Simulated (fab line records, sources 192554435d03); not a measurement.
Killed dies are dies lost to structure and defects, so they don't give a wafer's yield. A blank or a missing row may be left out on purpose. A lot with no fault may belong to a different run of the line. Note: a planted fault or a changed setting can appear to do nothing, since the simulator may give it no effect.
Comparing a struck lot with a sound one :: flow n5 finfet :: 15 out of 1938 route steps
Sound: the wafers L472.4, L472.5, L472.6. Struck: wafer L464.5 (left out: L464.2, a lot-mate that was not struck); the cause follows at the end.
At each step with rows: each side's tool, then ch and its chambers, then its first start. Under that, the readings that differ: sound wafers :: struck wafers :: difference of the means :: sigmas: that difference in standard deviations of wafers without a fault.
alike: readings whose means differ by less than 2 such deviations, and words and numbers that are the same on both sides. not compared: withheld readings, readings that some wafer has no value for, bounds like >300 that may hide the same value, and numbers for which the record gives no deviation and whose values overlap.
A row with sigmas, a row that says differs or no value, or rows on one side alone: a step with any of these is where the two part. Numbers that have no deviation but don't overlap get no sigmas and don't part them. Lack of a reading on every wafer of one side parts them only where that side has two or more wafers.

first, 7 steps without rows for these wafers: N5_BEOL_M12_COAT_22 (resist thk 300 nm); N5_BEOL_M12_EBR_24; N5_BEOL_M12_SOFTBAKE_23 (time 60 s); N5_BEOL_M12_EXPOSE_25 (exposes mask M12); N5_BEOL_M12_PEB_26 (peb time 90 s); N5_BEOL_M12_DEVELOP_27 (develop time 45 s); N5_BEOL_M12_HARDBAKE_32 (time 120 s).
N5_BEOL_M12_CD_MEAS_28: target cd 160.2 nm.
  sound on cd sem-03 ch 0, day 15 18:31; struck on cd sem-02 ch 0, day 13 19:59
  alike: cd nm
N5_BEOL_M12_OVL_MEAS_29:
  sound on overlay-02 ch 0, day 15 18:32; struck on overlay-01 ch 0, day 13 20:01
  alike: M12_OVL
N5_BEOL_M12_INSPECT_30: inspects for defects (macro).
  struck on defect inspect-01, day 13 20:02; sound on defect inspect-01, day 15 18:34
  alike: raw defect count
N5_BEOL_M12_DESCUM_33: chemistry O2, time 7.9 s.
  sound on rie diel-03 ch 1,2, day 15 19:01; struck on rie diel-02 ch 0, day 13 20:04
reading: oes product au (a.u.)
sound: 0.80 0.81 0.80
struck: 0.69
difference: -0.11
sigmas: -2
  alike: drypump motor current A, rf vpp V, showerhead plenum p Torr, throttle valve pct
  not compared: rf hours counter h
N5_BEOL_M12_ETCH_67: etches SiARC in CF4, target depth 143 nm, time 238.3 s.
  sound on rie diel-03 ch 1,2, day 15 19:02; struck on rie diel-02 ch 0, day 13 20:06
reading: throttle valve pct (%)
sound: 15.34 15.50 15.33
struck: 15.94
difference: +0.55
sigmas: +2
  alike: drypump motor current A, etch rf on time s, mfc ar sccm, oes product au, rf vpp V, showerhead plenum p Torr
  not compared: rf hours counter h
N5_BEOL_M12_ETCH_68: etches SOC in N2/H2, time 285 s.
  sound on rie diel-03 ch 1,2, day 15 19:11; struck on rie diel-02 ch 0, day 13 20:15
reading: oes product au (a.u.)
sound: 0.79 0.80 0.79
struck: 0.68
difference: -0.11
sigmas: -2

reading: run length s (s)
sound: 307.9 308.7 307.9
struck: 320.9
difference: +12.7
sigmas: +25

reading: throttle valve pct (%)
sound: 17.33 17.58 17.34
struck: 18.04
difference: +0.62
sigmas: +2

reading: model.SiARC_of_BEOL_M12_COAT_66.thk nm (nm)
sound: 85.4 86.2 85.8
struck: 85.2
difference: -0.6
sigmas: 
  alike: drypump motor current A, rf vpp V, showerhead plenum p Torr
  not compared: rf hours counter h
then, 2 steps without rows for these wafers: N5_BEOL_M12_STRIP_69 (strips in N2/H2); N5_PASSIVATION_PROBE_49.

WHERE THEY PART
First at N5_BEOL_M12_DESCUM_33; last, within this record, at N5_BEOL_M12_ETCH_68.

WHY: the cause the simulator had injected
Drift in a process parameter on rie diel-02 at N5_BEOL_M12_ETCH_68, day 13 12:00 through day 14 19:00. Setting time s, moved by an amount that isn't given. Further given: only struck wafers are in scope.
